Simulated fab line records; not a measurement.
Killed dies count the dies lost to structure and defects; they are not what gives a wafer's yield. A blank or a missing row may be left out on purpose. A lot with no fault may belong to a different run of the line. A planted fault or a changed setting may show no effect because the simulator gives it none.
Which of the tools did it? || flow n5Finfet || 9 lots, 27 wafers sampled, at 5 steps of a route of 1938

== WHAT EACH GAUGE READ, for each wafer ==
N5_BEOL_M4_RC_MEAS_101. Usual: DIBL_N 36.4 mV/V, standard deviation 1.3; DIBL_P 36.5 mV/V, standard deviation 1.7; IOFF_N 0.154 nA/um, standard deviation 0.022; IOFF_P 0.202 nA/um, standard deviation 0.025; ION_N 671 uA/um, standard deviation 9.8; ION_P 460 uA/um, standard deviation 6.8; SS_N 71.6 mV/dec, standard deviation 0.54; SS_P 73.4 mV/dec, standard deviation 0.58; VT_N 250.9 mV, standard deviation 2.8; VT_P -251.4 mV, standard deviation 2.7.
{"lot": "L200", "measured": "day 7 23:53", "on": "prober-01", "DIBL_N (mV/V)": "39.0 39.4 40.5", "DIBL_P (mV/V)": "37.2 37.7 39.9", "IOFF_N (nA/um)": "0.176 0.183 0.224", "IOFF_P (nA/um)": "0.213 0.222 0.259", "ION_N (uA/um)": "686 683 697", "ION_P (uA/um)": "469 461 477", "SS_N (mV/dec)": "73.3 72.5 72.8", "SS_P (mV/dec)": "74.2 74.1 74.2", "VT_N (mV)": "247.0 247.6 244.5", "VT_P (mV)": "-251.2 -249.5 -250.8", "flag": ""}
{"lot": "L202", "measured": "day 8 07:36", "on": "prober-02", "DIBL_N (mV/V)": "37.7 34.9 37.6", "DIBL_P (mV/V)": "38.0 34.4 37.3", "IOFF_N (nA/um)": "0.170 0.125 0.170", "IOFF_P (nA/um)": "0.216 0.167 0.201", "ION_N (uA/um)": "667 657 672", "ION_P (uA/um)": "457 453 456", "SS_N (mV/dec)": "71.6 70.8 71.3", "SS_P (mV/dec)": "74.3 73.3 74.2", "VT_N (mV)": "249.1 255.3 251.2", "VT_P (mV)": "-252.6 -256.2 -253.2", "flag": ""}
{"lot": "L208", "measured": "day 10 06:40", "on": "prober-02", "DIBL_N (mV/V)": "36.6 35.6 35.2", "DIBL_P (mV/V)": "37.3 35.2 35.7", "IOFF_N (nA/um)": "0.159 0.135 0.135", "IOFF_P (nA/um)": "0.232 0.194 0.200", "ION_N (uA/um)": "669 664 669", "ION_P (uA/um)": "466 461 471", "SS_N (mV/dec)": "71.8 71.9 70.7", "SS_P (mV/dec)": "74.1 73.4 73.5", "VT_N (mV)": "250.7 253.0 251.4", "VT_P (mV)": "-248.4 -250.1 -249.6", "flag": ""}
{"lot": "L211", "measured": "day 10 12:19", "on": "prober-02", "DIBL_N (mV/V)": "36.7 35.6 36.3", "DIBL_P (mV/V)": "37.2 36.0 37.2", "IOFF_N (nA/um)": "0.154 0.136 0.152", "IOFF_P (nA/um)": "0.200 0.178 0.200", "ION_N (uA/um)": "664 664 668", "ION_P (uA/um)": "453 461 459", "SS_N (mV/dec)": "71.4 71.0 71.6", "SS_P (mV/dec)": "73.1 73.7 73.6", "VT_N (mV)": "250.5 254.1 250.8", "VT_P (mV)": "-254.0 -253.2 -250.2", "flag": ""}
{"lot": "L214", "measured": "day 11 21:34", "on": "prober-02", "DIBL_N (mV/V)": "35.3 36.9 35.7", "DIBL_P (mV/V)": "35.9 37.8 35.5", "IOFF_N (nA/um)": "0.150 0.181 0.150", "IOFF_P (nA/um)": "0.196 0.220 0.189", "ION_N (uA/um)": "689 689 674", "ION_P (uA/um)": "471 467 462", "SS_N (mV/dec)": "71.5 72.5 71.9", "SS_P (mV/dec)": "73.8 73.8 73.2", "VT_N (mV)": "247.1 248.2 249.2", "VT_P (mV)": "-252.5 -249.6 -251.8", "flag": ""}
{"lot": "L218", "measured": "day 12 06:35", "on": "prober-02", "DIBL_N (mV/V)": "38.0 37.6 37.0", "DIBL_P (mV/V)": "37.3 37.1 36.4", "IOFF_N (nA/um)": "0.181 0.163 0.157", "IOFF_P (nA/um)": "0.232 0.225 0.221", "ION_N (uA/um)": "661 672 671", "ION_P (uA/um)": "451 461 463", "SS_N (mV/dec)": "72.6 72.0 71.7", "SS_P (mV/dec)": "73.1 73.5 73.4", "VT_N (mV)": "249.9 252.3 250.5", "VT_P (mV)": "-248.6 -251.1 -250.3", "flag": ""}
{"lot": "L220", "measured": "day 13 07:52", "on": "prober-01", "DIBL_N (mV/V)": "37.1 37.6 37.2", "DIBL_P (mV/V)": "35.6 37.3 37.7", "IOFF_N (nA/um)": "0.163 0.188 0.193", "IOFF_P (nA/um)": "0.198 0.241 0.248", "ION_N (uA/um)": "661 676 687", "ION_P (uA/um)": "449 463 469", "SS_N (mV/dec)": "71.9 71.9 71.4", "SS_P (mV/dec)": "73.7 74.4 73.6", "VT_N (mV)": "250.8 244.2 246.1", "VT_P (mV)": "-252.9 -245.9 -245.7", "flag": ""}
{"lot": "L223", "measured": "day 13 17:35", "on": "prober-01", "DIBL_N (mV/V)": "36.1 37.4 37.3", "DIBL_P (mV/V)": "37.4 38.9 38.9", "IOFF_N (nA/um)": "0.157 0.189 0.187", "IOFF_P (nA/um)": "0.192 0.220 0.211", "ION_N (uA/um)": "677 685 669", "ION_P (uA/um)": "453 465 455", "SS_N (mV/dec)": "71.5 71.6 71.8", "SS_P (mV/dec)": "73.3 74.2 73.7", "VT_N (mV)": "247.4 245.6 248.7", "VT_P (mV)": "-252.0 -250.3 -251.6", "flag": ""}
{"lot": "L222", "measured": "day 13 22:59", "on": "prober-01", "DIBL_N (mV/V)": "34.7 35.0 35.2", "DIBL_P (mV/V)": "34.7 35.3 36.0", "IOFF_N (nA/um)": "0.130 0.134 0.145", "IOFF_P (nA/um)": "0.191 0.199 0.215", "ION_N (uA/um)": "662 679 672", "ION_P (uA/um)": "459 466 464", "SS_N (mV/dec)": "71.6 70.6 71.2", "SS_P (mV/dec)": "72.5 72.7 72.4", "VT_N (mV)": "253.3 251.0 250.8", "VT_P (mV)": "-251.2 -248.1 -249.1", "flag": ""}

N5_BEOL_M10_CD_MEAS_35: target cd 70 nm. Usual: 70.2 nm for cdNm, sd 0.46.
{"lot": "L200", "measured": "day 9 22:07", "on": "cdSem-03", "cdNm (nm)": "70.8 71.3 71.0", "flag": ""}
{"lot": "L202", "measured": "day 10 06:22", "on": "cdSem-03", "cdNm (nm)": "70.4 69.5 70.3", "flag": ""}
{"lot": "L208", "measured": "day 12 11:38", "on": "cdSem-01", "cdNm (nm)": "69.8 69.8 70.4", "flag": ""}
{"lot": "L211", "measured": "day 12 17:05", "on": "cdSem-01", "cdNm (nm)": "70.1 70.7 70.6", "flag": ""}
{"lot": "L214", "measured": "day 14 01:12", "on": "cdSem-03", "cdNm (nm)": "69.5 69.7 69.7", "flag": ""}
{"lot": "L218", "measured": "day 14 14:14", "on": "cdSem-03", "cdNm (nm)": "69.7 70.0 68.9", "flag": ""}
{"lot": "L220", "measured": "day 15 09:41", "on": "cdSem-01", "cdNm (nm)": "69.9 70.6 69.4", "flag": ""}
{"lot": "L223", "measured": "day 15 21:29", "on": "cdSem-03", "cdNm (nm)": "69.7 70.2 70.0", "flag": ""}
{"lot": "L222", "measured": "day 16 12:31", "on": "cdSem-03", "cdNm (nm)": "70.2 69.9 70.2", "flag": ""}

== WHAT TOOL EACH LOT RAN ON (gives the tool, then ch and the chambers of the sampled wafers, and finally the start) ==
{"lot": "L200", "N5_BEOL_M10_STRIP_67": "rieDiel-02 ch 2,3, day 9 20:27", "N5_BEOL_M10_DESCUM_33": "rieDiel-02 ch 0,1,2, day 9 21:29", "N5_BEOL_M10_STRIP_36": "rieDiel-02 ch 0,1,2, day 9 21:45"}
{"lot": "L202", "N5_BEOL_M10_STRIP_67": "rieDiel-05 ch 0,1,2, day 10 03:50", "N5_BEOL_M10_DESCUM_33": "rieDiel-02 ch 0,2,3, day 10 05:43", "N5_BEOL_M10_STRIP_36": "rieDiel-02 ch 0,2,3, day 10 05:59"}
{"lot": "L208", "N5_BEOL_M10_STRIP_67": "rieDiel-02 ch 0,1,2, day 12 08:55", "N5_BEOL_M10_DESCUM_33": "rieDiel-02 ch 0,1, day 12 10:59", "N5_BEOL_M10_STRIP_36": "rieDiel-02 ch 0,1, day 12 11:16"}
{"lot": "L211", "N5_BEOL_M10_STRIP_67": "rieDiel-02 ch 2,3, day 12 12:29", "N5_BEOL_M10_DESCUM_33": "rieDiel-05 ch 0,1, day 12 16:26", "N5_BEOL_M10_STRIP_36": "rieDiel-05 ch 0,1, day 12 16:43"}
{"lot": "L214", "N5_BEOL_M10_STRIP_67": "rieDiel-06 ch 1,2, day 13 23:14", "N5_BEOL_M10_DESCUM_33": "rieDiel-02 ch 2,3, day 14 00:33", "N5_BEOL_M10_STRIP_36": "rieDiel-02 ch 2,3, day 14 00:50"}
{"lot": "L218", "N5_BEOL_M10_STRIP_67": "rieDiel-05 ch 0,1,2, day 14 11:52", "N5_BEOL_M10_DESCUM_33": "rieDiel-05 ch 0,1, day 14 13:34", "N5_BEOL_M10_STRIP_36": "rieDiel-05 ch 0,1, day 14 13:50"}
{"lot": "L220", "N5_BEOL_M10_STRIP_67": "rieDiel-06 ch 0,1, day 15 08:12", "N5_BEOL_M10_DESCUM_33": "rieDiel-05 ch 0,2, day 15 09:01", "N5_BEOL_M10_STRIP_36": "rieDiel-05 ch 0,2, day 15 09:18"}
{"lot": "L223", "N5_BEOL_M10_STRIP_67": "rieDiel-02 ch 0,2,3, day 15 16:20", "N5_BEOL_M10_DESCUM_33": "rieDiel-05 ch 1,2,3, day 15 20:51", "N5_BEOL_M10_STRIP_36": "rieDiel-05 ch 1,2,3, day 15 21:07"}
{"lot": "L222", "N5_BEOL_M10_STRIP_67": "rieDiel-06 ch 0,1, day 16 09:58", "N5_BEOL_M10_DESCUM_33": "rieDiel-02 ch 0,3, day 16 11:46", "N5_BEOL_M10_STRIP_36": "rieDiel-02 ch 0,3, day 16 12:02"}
- N5_BEOL_M10_STRIP_67: strips in CF4.
- N5_BEOL_M10_DESCUM_33: chemistry O2, time 7.9 s.
- N5_BEOL_M10_STRIP_36: strips in N2/H2.

== WHAT THE TOOLS THEMSELVES READ (means of the sampled wafers that have a number; where no wafer has one, the mark that the record gives instead) ==
N5_BEOL_M10_STRIP_67. Usual: for biasPowerW, 74.99 W with a standard deviation of 0.25; for cf4FlowSccm, 150.0 sccm with a standard deviation of 0.4; for drypumpMotorCurrentA, 5.8 A with a standard deviation of 0.35; for oesProductAu, 0.78 a.u. with a standard deviation of 0.085; for rfVppV, 270.4 V with a standard deviation of 1.5; for showerheadPlenumPTorr, 1.76 Torr with a standard deviation of 0.052; for throttleValvePct, 13.69 % with a standard deviation of 0.29.
{"lot": "L200", "tool": "rieDiel-02", "biasPowerW (W)": 74.69, "cf4FlowSccm (sccm)": 150.0, "drypumpMotorCurrentA (A)": 6.1, "oesProductAu (a.u.)": 0.71, "rfVppV (V)": 270.8, "showerheadPlenumPTorr (Torr)": 1.76, "throttleValvePct (%)": 14.12, "flag": ""}
{"lot": "L202", "tool": "rieDiel-05", "biasPowerW (W)": 75.18, "cf4FlowSccm (sccm)": 150.1, "drypumpMotorCurrentA (A)": 5.6, "oesProductAu (a.u.)": 0.87, "rfVppV (V)": 271.2, "showerheadPlenumPTorr (Torr)": 1.78, "throttleValvePct (%)": 13.39, "flag": ""}
{"lot": "L208", "tool": "rieDiel-02", "biasPowerW (W)": 75.28, "cf4FlowSccm (sccm)": 150.0, "drypumpMotorCurrentA (A)": 5.7, "oesProductAu (a.u.)": 0.71, "rfVppV (V)": 270.3, "showerheadPlenumPTorr (Torr)": 1.75, "throttleValvePct (%)": 13.89, "flag": ""}
{"lot": "L211", "tool": "rieDiel-02", "biasPowerW (W)": 74.81, "cf4FlowSccm (sccm)": 149.9, "drypumpMotorCurrentA (A)": 6.1, "oesProductAu (a.u.)": 0.70, "rfVppV (V)": 270.3, "showerheadPlenumPTorr (Torr)": 1.75, "throttleValvePct (%)": 14.16, "flag": ""}
{"lot": "L214", "tool": "rieDiel-06", "biasPowerW (W)": 75.01, "cf4FlowSccm (sccm)": 150.0, "drypumpMotorCurrentA (A)": 5.9, "oesProductAu (a.u.)": 0.82, "rfVppV (V)": 269.7, "showerheadPlenumPTorr (Torr)": 1.76, "throttleValvePct (%)": 13.44, "flag": ""}
{"lot": "L218", "tool": "rieDiel-05", "biasPowerW (W)": 75.05, "cf4FlowSccm (sccm)": 149.9, "drypumpMotorCurrentA (A)": 5.6, "oesProductAu (a.u.)": 0.83, "rfVppV (V)": 270.2, "showerheadPlenumPTorr (Torr)": 1.77, "throttleValvePct (%)": 13.50, "flag": ""}
{"lot": "L220", "tool": "rieDiel-06", "biasPowerW (W)": 74.89, "cf4FlowSccm (sccm)": 150.0, "drypumpMotorCurrentA (A)": 5.9, "oesProductAu (a.u.)": 0.79, "rfVppV (V)": 269.8, "showerheadPlenumPTorr (Torr)": 1.76, "throttleValvePct (%)": 13.67, "flag": ""}
{"lot": "L223", "tool": "rieDiel-02", "biasPowerW (W)": 75.21, "cf4FlowSccm (sccm)": 150.1, "drypumpMotorCurrentA (A)": 6.0, "oesProductAu (a.u.)": 0.87, "rfVppV (V)": 273.1, "showerheadPlenumPTorr (Torr)": 1.89, "throttleValvePct (%)": 13.72, "flag": ""}
{"lot": "L222", "tool": "rieDiel-06", "biasPowerW (W)": 74.92, "cf4FlowSccm (sccm)": 149.9, "drypumpMotorCurrentA (A)": 5.9, "oesProductAu (a.u.)": 0.74, "rfVppV (V)": 270.8, "showerheadPlenumPTorr (Torr)": 1.76, "throttleValvePct (%)": 13.82, "flag": ""}

N5_BEOL_M10_DESCUM_33. Usual: drypumpMotorCurrentA 5.8 A, standard deviation 0.41; o2FlowSccm 225.0 sccm, standard deviation 0.68; oesProductAu 0.78 a.u., standard deviation 0.088; rfVppV 242.6 V, standard deviation 1.3; showerheadPlenumPTorr 2.05 Torr, standard deviation 0.073; throttleValvePct 20.54 %, standard deviation 0.29.
{"lot": "L200", "tool": "rieDiel-02", "drypumpMotorCurrentA (A)": 5.7, "o2FlowSccm (sccm)": 224.7, "oesProductAu (a.u.)": 0.71, "rfVppV (V)": 241.9, "showerheadPlenumPTorr (Torr)": 2.05, "throttleValvePct (%)": 20.66, "flag": ""}
{"lot": "L202", "tool": "rieDiel-02", "drypumpMotorCurrentA (A)": 6.0, "o2FlowSccm (sccm)": 225.3, "oesProductAu (a.u.)": 0.71, "rfVppV (V)": 243.4, "showerheadPlenumPTorr (Torr)": 2.04, "throttleValvePct (%)": 20.85, "flag": ""}
{"lot": "L208", "tool": "rieDiel-02", "drypumpMotorCurrentA (A)": 5.6, "o2FlowSccm (sccm)": 225.0, "oesProductAu (a.u.)": 0.68, "rfVppV (V)": 241.2, "showerheadPlenumPTorr (Torr)": 1.98, "throttleValvePct (%)": 20.61, "flag": ""}
{"lot": "L211", "tool": "rieDiel-05", "drypumpMotorCurrentA (A)": 5.3, "o2FlowSccm (sccm)": 224.9, "oesProductAu (a.u.)": 0.85, "rfVppV (V)": 242.2, "showerheadPlenumPTorr (Torr)": 2.03, "throttleValvePct (%)": 20.21, "flag": ""}
{"lot": "L214", "tool": "rieDiel-02", "drypumpMotorCurrentA (A)": 6.1, "o2FlowSccm (sccm)": 225.0, "oesProductAu (a.u.)": 0.69, "rfVppV (V)": 243.3, "showerheadPlenumPTorr (Torr)": 2.10, "throttleValvePct (%)": 20.99, "flag": ""}
{"lot": "L218", "tool": "rieDiel-05", "drypumpMotorCurrentA (A)": 5.3, "o2FlowSccm (sccm)": 225.6, "oesProductAu (a.u.)": 0.83, "rfVppV (V)": 242.1, "showerheadPlenumPTorr (Torr)": 2.02, "throttleValvePct (%)": 20.24, "flag": ""}
{"lot": "L220", "tool": "rieDiel-05", "drypumpMotorCurrentA (A)": 6.0, "o2FlowSccm (sccm)": 225.1, "oesProductAu (a.u.)": 0.81, "rfVppV (V)": 242.7, "showerheadPlenumPTorr (Torr)": 2.08, "throttleValvePct (%)": 20.42, "flag": ""}
{"lot": "L223", "tool": "rieDiel-05", "drypumpMotorCurrentA (A)": 5.7, "o2FlowSccm (sccm)": 224.9, "oesProductAu (a.u.)": 0.86, "rfVppV (V)": 242.8, "showerheadPlenumPTorr (Torr)": 2.06, "throttleValvePct (%)": 20.28, "flag": ""}
{"lot": "L222", "tool": "rieDiel-02", "drypumpMotorCurrentA (A)": 6.0, "o2FlowSccm (sccm)": 223.9, "oesProductAu (a.u.)": 0.93, "rfVppV (V)": 244.9, "showerheadPlenumPTorr (Torr)": 2.23, "throttleValvePct (%)": 20.41, "flag": ""}

N5_BEOL_M10_STRIP_36. Usual: for biasPowerW, 6.998 W with a standard deviation of 0.022; for chamberPressureMTorr, 20.00 mTorr with a standard deviation of 0.037; for drypumpMotorCurrentA, 5.8 A with a standard deviation of 0.41; for oesProductAu, 0.77 a.u. with a standard deviation of 0.088; for rfVppV, 58.9 V with a standard deviation of 1.9; for showerheadPlenumPTorr, 2.49 Torr with a standard deviation of 0.085; for throttleValvePct, 23.78 % with a standard deviation of 0.3.
{"lot": "L200", "tool": "rieDiel-02", "biasPowerW (W)": 7.022, "chamberPressureMTorr (mTorr)": 20.04, "drypumpMotorCurrentA (A)": 5.7, "oesProductAu (a.u.)": 0.72, "rfVppV (V)": 57.6, "showerheadPlenumPTorr (Torr)": 2.48, "throttleValvePct (%)": 23.86, "flag": ""}
{"lot": "L202", "tool": "rieDiel-02", "biasPowerW (W)": 7.003, "chamberPressureMTorr (mTorr)": 20.01, "drypumpMotorCurrentA (A)": 6.1, "oesProductAu (a.u.)": 0.70, "rfVppV (V)": 59.3, "showerheadPlenumPTorr (Torr)": 2.48, "throttleValvePct (%)": 24.05, "flag": ""}
{"lot": "L208", "tool": "rieDiel-02", "biasPowerW (W)": "-", "chamberPressureMTorr (mTorr)": "-", "drypumpMotorCurrentA (A)": "-", "oesProductAu (a.u.)": "-", "rfVppV (V)": "-", "showerheadPlenumPTorr (Torr)": "-", "throttleValvePct (%)": "-", "flag": "OFF"}
{"lot": "L211", "tool": "rieDiel-05", "biasPowerW (W)": "-", "chamberPressureMTorr (mTorr)": "-", "drypumpMotorCurrentA (A)": "-", "oesProductAu (a.u.)": "-", "rfVppV (V)": "-", "showerheadPlenumPTorr (Torr)": "-", "throttleValvePct (%)": "-", "flag": "OFF"}
{"lot": "L214", "tool": "rieDiel-02", "biasPowerW (W)": 7.009, "chamberPressureMTorr (mTorr)": 19.99, "drypumpMotorCurrentA (A)": 6.2, "oesProductAu (a.u.)": 0.70, "rfVppV (V)": 58.8, "showerheadPlenumPTorr (Torr)": 2.54, "throttleValvePct (%)": 24.13, "flag": ""}
{"lot": "L218", "tool": "rieDiel-05", "biasPowerW (W)": 7.006, "chamberPressureMTorr (mTorr)": 19.98, "drypumpMotorCurrentA (A)": 5.3, "oesProductAu (a.u.)": 0.83, "rfVppV (V)": 59.2, "showerheadPlenumPTorr (Torr)": 2.47, "throttleValvePct (%)": 23.65, "flag": ""}
{"lot": "L220", "tool": "rieDiel-05", "biasPowerW (W)": 6.987, "chamberPressureMTorr (mTorr)": 20.00, "drypumpMotorCurrentA (A)": 6.1, "oesProductAu (a.u.)": 0.82, "rfVppV (V)": 58.6, "showerheadPlenumPTorr (Torr)": 2.53, "throttleValvePct (%)": 23.62, "flag": ""}
{"lot": "L223", "tool": "rieDiel-05", "biasPowerW (W)": 7.008, "chamberPressureMTorr (mTorr)": 20.00, "drypumpMotorCurrentA (A)": 5.7, "oesProductAu (a.u.)": 0.86, "rfVppV (V)": 59.2, "showerheadPlenumPTorr (Torr)": 2.51, "throttleValvePct (%)": 23.61, "flag": ""}
{"lot": "L222", "tool": "rieDiel-02", "biasPowerW (W)": 6.995, "chamberPressureMTorr (mTorr)": 19.97, "drypumpMotorCurrentA (A)": 6.0, "oesProductAu (a.u.)": 0.91, "rfVppV (V)": 59.7, "showerheadPlenumPTorr (Torr)": 2.71, "throttleValvePct (%)": 23.67, "flag": ""}

== THE ANSWER, worked out from the rows above alone ==
Rule: a lot is off if the mean of its wafers that have a number lies more than 3 standard deviations from the usual mean. Also off: a lot with no number at a reading for which 4 or more lots have one. Where the step has rows for the other lots, those lots are counted as sound. Order of review: gauges by route order, followed by the tools' own readings, for which a lot's mean as printed above is used. The first step at which some lot is off is used, and at that step the reading that is off furthest; a lot without a number counts as furthest.
Off at N5_BEOL_M10_STRIP_36 (biasPowerW): L208, L211. Without a number there: L208, L211.
If a tool, at that step or one of the process steps before it, ran each lot that is off and ran no sound lot following the first of them, it fits. None of those tried fits.

== WHAT THE SIMULATOR HAD INSERTED ==
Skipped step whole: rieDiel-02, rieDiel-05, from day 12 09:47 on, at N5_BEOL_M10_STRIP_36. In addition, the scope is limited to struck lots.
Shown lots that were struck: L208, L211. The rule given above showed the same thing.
